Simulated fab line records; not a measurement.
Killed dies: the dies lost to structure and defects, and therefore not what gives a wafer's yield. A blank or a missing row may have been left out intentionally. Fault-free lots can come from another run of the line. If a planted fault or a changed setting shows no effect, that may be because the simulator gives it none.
Split-lot experiment / flow n5_finfet / on a route of 1938 steps: 7 lots, 21 wafers read

## SPLIT DETAILS
At N5_BEOL_M3_EXPOSE_25 (exposes mask V2, defocus 5 nm), the setting dose_mj was moved away from the recipe's 63 on 8 of the 21 wafers read, by -4.6% to +6.8%. The other wafers ran this setting at the recipe's value.

## FROM THE SPLIT TO THE READING: what the file shows between them, 2 steps
- N5_BEOL_M3_PEB_26: peb time 60 s
- N5_BEOL_M3_DEVELOP_27: develop time 30 s

## THE READING
cd_nm, in nm, at N5_BEOL_M3_CD_MEAS_28 (target cd 25.7 nm, target cd y 23.3 nm). Fault-free wafers of this fab line usually give 25.75 nm, standard deviation 0.23 nm.

wafer=L074.1; tool, chamber at the split=euv_scanner-02, 0; dose_mj as run=63; against the recipe=recipe; cd_nm, nm=26.01; against lot-mates on the recipe=-
wafer=L074.3; tool, chamber at the split=euv_scanner-02, 0; dose_mj as run=63; against the recipe=recipe; cd_nm, nm=26.03; against lot-mates on the recipe=-
wafer=L074.5; tool, chamber at the split=euv_scanner-02, 0; dose_mj as run=63; against the recipe=recipe; cd_nm, nm=25.32; against lot-mates on the recipe=-
wafer=L076.2; tool, chamber at the split=euv_scanner-02, 0; dose_mj as run=60.7; against the recipe=-3.7%; cd_nm, nm=25.28; against lot-mates on the recipe=-0.41
wafer=L076.3; tool, chamber at the split=euv_scanner-02, 0; dose_mj as run=63; against the recipe=recipe; cd_nm, nm=25.62; against lot-mates on the recipe=-
wafer=L076.5; tool, chamber at the split=euv_scanner-02, 0; dose_mj as run=63; against the recipe=recipe; cd_nm, nm=25.76; against lot-mates on the recipe=-
wafer=L082.4; tool, chamber at the split=euv_scanner-01, 0; dose_mj as run=66.85; against the recipe=+6.1%; cd_nm, nm=26.90; against lot-mates on the recipe=+0.84
wafer=L082.5; tool, chamber at the split=euv_scanner-01, 0; dose_mj as run=63; against the recipe=recipe; cd_nm, nm=26.06; against lot-mates on the recipe=-
wafer=L082.6; tool, chamber at the split=euv_scanner-01, 0; dose_mj as run=66.85; against the recipe=+6.1%; cd_nm, nm=27.12; against lot-mates on the recipe=+1.06
wafer=L083.1; tool, chamber at the split=euv_scanner-02, 0; dose_mj as run=63; against the recipe=recipe; cd_nm, nm=25.82; against lot-mates on the recipe=-
wafer=L083.3; tool, chamber at the split=euv_scanner-02, 0; dose_mj as run=60.08; against the recipe=-4.6%; cd_nm, nm=24.98; against lot-mates on the recipe=-0.84
wafer=L083.5; tool, chamber at the split=euv_scanner-02, 0; dose_mj as run=60.08; against the recipe=-4.6%; cd_nm, nm=24.96; against lot-mates on the recipe=-0.86
wafer=L084.2; tool, chamber at the split=euv_scanner-02, 0; dose_mj as run=67.27; against the recipe=+6.8%; cd_nm, nm=26.83; against lot-mates on the recipe=+1.14
wafer=L084.3; tool, chamber at the split=euv_scanner-02, 0; dose_mj as run=67.27; against the recipe=+6.8%; cd_nm, nm=26.70; against lot-mates on the recipe=+1.01
wafer=L084.4; tool, chamber at the split=euv_scanner-02, 0; dose_mj as run=63; against the recipe=recipe; cd_nm, nm=25.69; against lot-mates on the recipe=-
wafer=L088.1; tool, chamber at the split=euv_scanner-01, 0; dose_mj as run=63; against the recipe=recipe; cd_nm, nm=25.73; against lot-mates on the recipe=-
wafer=L088.2; tool, chamber at the split=euv_scanner-01, 0; dose_mj as run=63; against the recipe=recipe; cd_nm, nm=25.60; against lot-mates on the recipe=-
wafer=L088.3; tool, chamber at the split=euv_scanner-01, 0; dose_mj as run=65.71; against the recipe=+4.3%; cd_nm, nm=26.45; against lot-mates on the recipe=+0.79
wafer=L090.1; tool, chamber at the split=euv_scanner-02, 0; dose_mj as run=63; against the recipe=recipe; cd_nm, nm=25.46; against lot-mates on the recipe=-
wafer=L090.2; tool, chamber at the split=euv_scanner-02, 0; dose_mj as run=63; against the recipe=recipe; cd_nm, nm=25.89; against lot-mates on the recipe=-
wafer=L090.4; tool, chamber at the split=euv_scanner-02, 0; dose_mj as run=63; against the recipe=recipe; cd_nm, nm=25.54; against lot-mates on the recipe=-

THE FIT
A straight line over all 21 wafers: cd_nm changes by +0.17 nm for each +1% of dose_mj; r = +0.94; the points scatter about the line by 0.21 nm.
The same after taking each lot's own level away (the mean of its wafers on the recipe; 21 wafers): +0.161 nm for each +1%; r = +0.96; scatter 0.17 nm.
According to that fit, moving dose_mj by its largest amount changes the reading by 1.1 nm.
Across the lots, their own levels run from 25.630 to 26.060 nm, a range of 1.9 times the standard deviation given above.
So the lot-to-lot level changes the slope little: the two slopes agree.
Check: +1.08 nm against its lot-mates is what the line predicts for one of the wafers moved furthest among these (+6.8%) when that wafer is left out of the fit. Against them it came out at +1.14 nm.

## FURTHER SPLITS ON THESE WAFERS
Before the reading, these wafers also passed through other splits. Each is held against what the fit with the lots' levels taken away leaves over:
other split on the same wafers=N5_BEOL_M2_ETCH_69 bias_w; wafers away from the commonest value=9; r with cd_nm (lot level and that fit taken away)=+0.06
other split on the same wafers=N5_BEOL_M3_COAT_22 spin_rpm; wafers away from the commonest value=5; r with cd_nm (lot level and that fit taken away)=-0.32

## FILE'S OWN FIT
cd_nm changes by +0.16 nm for each +1% of dose_mj, r = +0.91.
